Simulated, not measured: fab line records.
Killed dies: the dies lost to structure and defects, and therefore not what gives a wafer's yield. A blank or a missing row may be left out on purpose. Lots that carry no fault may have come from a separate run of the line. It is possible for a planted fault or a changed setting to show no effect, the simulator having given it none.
Problem report, 8D (eight disciplines) form, completed by code ; flow nandHarc ; the parts of the form that need people (team, actions taken, sign-off) are left out

== 1. WHAT WENT WRONG ==
Wafers without a fault read 1001 nm, standard deviation 12; thkNm at NHARC_A_ONON_D1_THK_MEAS_14 reads a mean of 1664 nm on 3 wafers belonging to 3 lots. That puts it +55 standard deviations away from the usual mean.
The step: measures by ellipsometry.
Earliest sighting: wafer L332.5 on filmMetro-02 at day 11 20:14. Wafers with a number at this step in the record: 33, from 12 lots. The rule behind "out" and "out of limits": a value lying over 4 standard deviations away from the usual mean. All remaining wafers that have a number are taken as sound.

== 2. WHAT IT IS, AND WHAT IT ISN'T ==
question;is;is not
which readings at this step;thkNm;-
which lots;L332, L334, L338;L318, L321, L323, L325, L327, L328, L329, L331, L335
which wafers of those lots;L332.5, L334.5, L338.5;L332.6, L334.6, L338.6
read on which gauges;filmMetro-01, filmMetro-02;-
when;from day 11 20:14;"up to then (25 sound wafers); but 5 sound wafers of L334, L335, L338 came after"

== 3. WHAT RULES OUT EACH SUSPECT ==
Counting: any tool at a process step up to the reading remains a suspect provided it ran every lot that is out. Sound lots after the first of them don't rule it out here, since some wafers of a struck lot are sound.
- the gauge at NHARC_A_ONON_D1_THK_MEAS_14 is ruled out. Those wafers that are out were read across 2 gauges (filmMetro-01, filmMetro-02).
- cmp-03 at NHARC_P_BONDPAD_CMP_19 (polishes, t overpolish 30 s, cu recess touch 16 s, target thk 160.81 nm): kept. Ran every lot that is out, first one L332 (day 10 17:08); last sound lot up to then L328 (day 9 13:51).
- pecvdOnon-03 at NHARC_A_ONON_D1_DEP_12 (target thk 1000 nm): kept. Ran every lot that is out, first one L332 (day 11 19:58); last sound lot up to then L329 (day 10 20:58).
- Within cmp-03 at NHARC_P_BONDPAD_CMP_19: the wafers that are out ran in chambers 1, 3; their sound lot-mates ran in chambers 0, 2.
Left after counting: cmp-03 at NHARC_P_BONDPAD_CMP_19, pecvdOnon-03 at NHARC_A_ONON_D1_DEP_12.

== 4. THE CAUSE (what the simulator had put in) ==
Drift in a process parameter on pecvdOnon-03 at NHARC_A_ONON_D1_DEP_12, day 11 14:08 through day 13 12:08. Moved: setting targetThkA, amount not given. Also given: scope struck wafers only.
Of the 2 suspects that counting leaves, this tool is one.

== 5. THE CHAIN OF EFFECTS, in route order ==
Each row: a reading whose mean over the struck wafers that have a number lies more than 3 standard deviations from the usual. Only readings whose record carries a usual standard deviation are examined. hours: median over the lots of the time between each lot's start at the first step of this table that gives one and its start at this step. sigmas: the change, counted in usual standard deviations.
hours;step;reading;usual;on struck wafers;change;sigmas
0;NHARC_A_ONON_D1_THK_MEAS_14;thkNm;1001 nm;1664;+663;+55
295;NHARC_END_SORT_01;killedAtArray;25;672;+647;+70
295;NHARC_END_SORT_01;killedDies;29;677;+648;+68

== 6. HOW IT WOULD HAVE BEEN CAUGHT EARLIER ==
The first out-of-limits reading at a measuring or inspecting step in this record came at day 11 20:14, 6 hours after the fault's start at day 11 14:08.
An alarm limit of 4 standard deviations would not have fired on the tool readings at NHARC_A_ONON_D1_DEP_12 for which the record gives a usual standard deviation, since none of them was out on any struck wafer.
Lots out: 3; of these, L334, L338 started NHARC_A_ONON_D1_DEP_12 on pecvdOnon-03 after day 11 20:14. A hold on the tool at that time would have spared those 2.
